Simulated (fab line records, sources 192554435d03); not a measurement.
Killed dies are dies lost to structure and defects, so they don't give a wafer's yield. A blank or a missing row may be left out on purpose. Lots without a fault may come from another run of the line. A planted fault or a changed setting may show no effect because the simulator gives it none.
Which tool did it? | flow n5_finfet | 10 lots, 30 wafers sampled, at 5 steps of a route of 1938

WHAT THE GAUGES READ, wafer by wafer
N5_BEOL_M1_INSPECT_59: inspects for defects (darkfield). Usual: raw_defect_count 71, standard deviation 22.
lot  | measured     | on                | raw_defect_count | flag
L862 | day 6 08:15  | defect_inspect-01 | 81 93 88         |
L863 | day 7 00:01  | defect_inspect-01 | 53 73 72         |
L865 | day 7 01:58  | defect_inspect-01 | 54 77 58         |
L864 | day 7 13:29  | defect_inspect-01 | 73 34 57         |
L866 | day 7 15:31  | defect_inspect-01 | 90 97 72         |
L869 | day 8 23:12  | defect_inspect-01 | 74 40 87         |
L877 | day 10 09:39 | defect_inspect-01 | 65 44 77         |
L878 | day 10 20:49 | defect_inspect-02 | 54 59 59         |
L880 | day 11 05:54 | defect_inspect-02 | 66 46 63         |
L885 | day 12 09:59 | defect_inspect-01 | 88 63 92         |

N5_BEOL_M4_RC_MEAS_101. Usual: DIBL_N 36.3 mV/V, standard deviation 1.2; DIBL_P 36.7 mV/V, standard deviation 1.5; IOFF_N 0.164 nA/um, standard deviation 0.02; IOFF_P 0.214 nA/um, standard deviation 0.024; ION_N 673 uA/um, standard deviation 8.5; ION_P 461 uA/um, standard deviation 5.9; SS_N 71.6 mV/dec, standard deviation 0.44; SS_P 73.3 mV/dec, standard deviation 0.55; VT_N 249.4 mV, standard deviation 2.4; VT_P -250.0 mV, standard deviation 2.3.
lot  | measured     | on        | DIBL_N (mV/V)  | DIBL_P (mV/V)  | IOFF_N (nA/um)    | IOFF_P (nA/um)    | ION_N (uA/um) | ION_P (uA/um) | SS_N (mV/dec)  | SS_P (mV/dec)  | VT_N (mV)         | VT_P (mV)            | flag
L862 | day 7 14:05  | prober-01 | 36.3 35.6 36.4 | 35.8 34.9 35.2 | 0.162 0.149 0.160 | 0.194 0.182 0.188 | 674 654 655   | 458 449 453   | 71.9 71.7 71.4 | 73.4 73.3 74.0 | 249.4 250.6 249.2 | -251.8 -255.3 -251.0 |
L863 | day 8 04:02  | prober-02 | 36.6 36.5 37.0 | 35.3 34.2 35.8 | 0.157 0.150 0.172 | 0.211 0.201 0.227 | 666 667 672   | 463 459 464   | 71.3 72.1 71.7 | 72.8 73.1 73.0 | 249.4 252.6 248.8 | -248.3 -251.7 -248.0 |
L865 | day 8 06:36  | prober-02 | 37.0 35.4 34.7 | 37.7 36.0 35.2 | 0.187 0.150 0.138 | 0.214 0.183 0.173 | 688 673 665   | 461 456 456   | 72.5 71.9 71.7 | 73.3 73.1 72.8 | 246.9 251.1 250.6 | -248.0 -253.8 -253.1 |
L864 | day 9 02:45  | prober-01 | 35.1 34.0 35.6 | 36.3 34.5 37.5 | 0.140 0.123 0.162 | 0.184 0.166 0.199 | 657 662 678   | 452 454 459   | 71.0 71.6 71.6 | 72.7 72.7 73.4 | 250.2 251.7 249.5 | -253.4 -255.6 -253.3 |
L866 | day 8 20:59  | prober-01 | 36.0 36.0 36.9 | 36.0 35.6 37.8 | 0.149 0.144 0.173 | 0.187 0.178 0.210 | 658 661 673   | 446 452 458   | 71.7 71.4 72.4 | 73.1 73.0 73.6 | 253.4 253.4 250.8 | -250.9 -251.6 -251.3 |
L869 | day 10 09:23 | prober-02 | 34.4 36.3 35.7 | 35.5 37.5 36.6 | 0.140 0.174 0.159 | 0.198 0.229 0.215 | 668 675 668   | 457 464 458   | 71.3 71.7 71.5 | 72.5 73.4 73.4 | 252.3 248.8 250.5 | -248.4 -248.3 -249.8 |
L877 | day 11 19:55 | prober-02 | 36.7 35.7 34.9 | 37.1 36.7 35.7 | 0.162 0.147 0.131 | 0.224 0.218 0.195 | 672 673 666   | 470 466 462   | 71.6 71.1 71.6 | 73.3 73.3 73.3 | 249.7 252.8 253.9 | -247.1 -246.9 -247.2 |
L878 | day 12 05:11 | prober-02 | 36.0 34.2 35.2 | 36.7 33.7 34.7 | 0.159 0.129 0.141 | 0.232 0.190 0.192 | 679 669 663   | 466 463 457   | 72.1 71.5 71.1 | 73.3 72.7 72.7 | 249.3 251.4 250.4 | -248.2 -248.6 -251.4 |
L880 | day 12 16:58 | prober-01 | 33.7 32.4 34.8 | 35.5 33.5 36.5 | 0.131 0.114 0.151 | 0.181 0.160 0.200 | 664 662 660   | 458 455 454   | 71.2 71.1 70.9 | 72.7 72.2 73.3 | 252.4 254.5 249.7 | -252.3 -253.9 -249.8 |
L885 | day 13 19:11 | prober-02 | 36.3 36.1 38.6 | 38.1 38.3 40.1 | 0.159 0.160 0.200 | 0.214 0.214 0.258 | 680 672 682   | 465 465 469   | 71.2 71.2 72.3 | 73.8 73.3 74.7 | 251.0 251.5 247.2 | -251.5 -250.7 -249.7 |

WHICH TOOL RAN EACH LOT (tool, then ch and the chambers of the sampled wafers, then the start)
lot  | N5_BEOL_M1_ANNEAL_91         | N5_BEOL_M1_SPUTTER_96        | N5_BEOL_M2_PECVD_72
L862 | pvd_sputter-01, day 6 06:19  | pvd_sputter-01, day 6 06:53  | pecvd-02 ch 0,2, day 6 08:23
L863 | pvd_sputter-02, day 6 21:44  | pvd_sputter-02, day 6 22:19  | pecvd-02 ch 0,1, day 7 00:10
L865 | pvd_sputter-02, day 7 00:19  | pvd_sputter-02, day 7 00:53  | pecvd-02 ch 0,1,2, day 7 02:06
L864 | pvd_sputter-03, day 7 11:49  | pvd_sputter-03, day 7 12:24  | pecvd-01 ch 1,2, day 7 13:38
L866 | pvd_sputter-03, day 7 13:49  | pvd_sputter-03, day 7 14:24  | pecvd-02 ch 0,1,2, day 7 15:40
L869 | pvd_sputter-03, day 8 21:33  | pvd_sputter-03, day 8 22:08  | pecvd-04 ch 0,1,2, day 8 23:20
L877 | pvd_sputter-03, day 10 07:57 | pvd_sputter-03, day 10 08:32 | pecvd-04 ch 0,1, day 10 09:47
L878 | pvd_sputter-02, day 10 19:10 | pvd_sputter-02, day 10 19:44 | pecvd-04 ch 0,1,2, day 10 20:58
L880 | pvd_sputter-02, day 11 04:14 | pvd_sputter-02, day 11 04:49 | pecvd-04 ch 0,2, day 11 06:02
L885 | pvd_sputter-02, day 12 08:20 | pvd_sputter-02, day 12 08:55 | pecvd-02 ch 1,2, day 12 10:07
- N5_BEOL_M1_ANNEAL_91: time 240 s.
- N5_BEOL_M1_SPUTTER_96: material Cu, target thk 4.5 nm, time 8.29 s.
- N5_BEOL_M2_PECVD_72: deposits SiO2 from TEOS/O2, target thk 16 nm, time 18 s.

WHAT THE TOOLS THEMSELVES READ (means of the sampled wafers that have a number; where no wafer has one, the mark that the record gives instead)
N5_BEOL_M1_ANNEAL_91. Usual: heater_power_w 820 W, standard deviation 60.
lot  | tool           | heater_power_w (W) | flag
L862 | pvd_sputter-01 | 851                |
L863 | pvd_sputter-02 | 825                |
L865 | pvd_sputter-02 | 834                |
L864 | pvd_sputter-03 | 759                |
L866 | pvd_sputter-03 | 795                |
L869 | pvd_sputter-03 | 786                |
L877 | pvd_sputter-03 | 800                |
L878 | pvd_sputter-02 | 843                |
L880 | pvd_sputter-02 | 849                |
L885 | pvd_sputter-02 | 818                |

N5_BEOL_M1_SPUTTER_96. Usual: throttle_valve_pct 29.7 %, standard deviation 1.
lot  | tool           | throttle_valve_pct (%) | flag
L862 | pvd_sputter-01 | 30.1                   |
L863 | pvd_sputter-02 | 28.8                   |
L865 | pvd_sputter-02 | 29.2                   |
L864 | pvd_sputter-03 | 30.5                   |
L866 | pvd_sputter-03 | 29.6                   |
L869 | pvd_sputter-03 | 29.1                   |
L877 | pvd_sputter-03 | 29.2                   |
L878 | pvd_sputter-02 | 29.6                   |
L880 | pvd_sputter-02 | 29.6                   |
L885 | pvd_sputter-02 | 29.9                   |

N5_BEOL_M2_PECVD_72. Usual: heater_power_w 649 W, standard deviation 71; showerhead_plenum_p_Torr 8.77 Torr, standard deviation 0.061; susceptor_temp_C 400.04 C, standard deviation 0.23; throttle_valve_pct 22.4 %, standard deviation 1.1.
lot  | tool     | heater_power_w (W) | showerhead_plenum_p_Torr (Torr) | susceptor_temp_C (C) | throttle_valve_pct (%) | flag
L862 | pecvd-02 | 640                | 8.75                            | 399.80               | 21.4                   |
L863 | pecvd-02 | 646                | 8.73                            | 400.07               | 23.2                   |
L865 | pecvd-02 | 682                | 8.78                            | 400.16               | 22.1                   |
L864 | pecvd-01 | 536                | 8.80                            | 400.02               | 22.3                   |
L866 | pecvd-02 | 705                | 8.75                            | 399.93               | 22.2                   |
L869 | pecvd-04 | 677                | 8.76                            | 399.91               | 23.2                   |
L877 | pecvd-04 | 658                | 8.74                            | 400.07               | 23.0                   |
L878 | pecvd-04 | 747                | 8.76                            | 414.12               | 22.1                   | OFF
L880 | pecvd-04 | 716                | 8.78                            | 414.36               | 20.8                   | OFF
L885 | pecvd-02 | 719                | 8.81                            | 400.08               | 21.5                   |

THE ANSWER, worked out from the rows above alone
Rule: a lot is off if the mean of its wafers that have a number lies more than 3 standard deviations from the usual mean. A lot without any number at a reading at which 4 lots or more have one is off too. The other lots that the step has rows for count as sound. The gauges are gone through in route order, then the tools' own readings, and for those a lot's mean is taken as printed above. The first step at which some lot is off is used, and at that step the reading that is off furthest; a lot without a number counts as furthest.
Off: L878, L880, at N5_BEOL_M2_PECVD_72 (susceptor_temp_C).
A tool fits if, at that step or a process step before it, it ran every lot that is off, and no sound lot after the first of them. One fits: pecvd-04 at N5_BEOL_M2_PECVD_72. Its last sound lot is L877 (day 10 09:47), its first lot that is off L878 (day 10 20:58): a fault that began between those two fits.
The tool's own readings at N5_BEOL_M2_PECVD_72 bear it out: on the lots that are off they differ by more than 5 times the standard deviation of the sound lots' means. susceptor_temp_C reads 414.24 C there against 400.00 C on the sound lots.

WHAT THE SIMULATOR HAD PUT IN
Process parameter drift: pecvd-04, from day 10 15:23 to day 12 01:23, at N5_BEOL_M2_PECVD_72. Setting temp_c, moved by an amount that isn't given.
Lots struck among those shown: L878, L880. The rule above found the same.
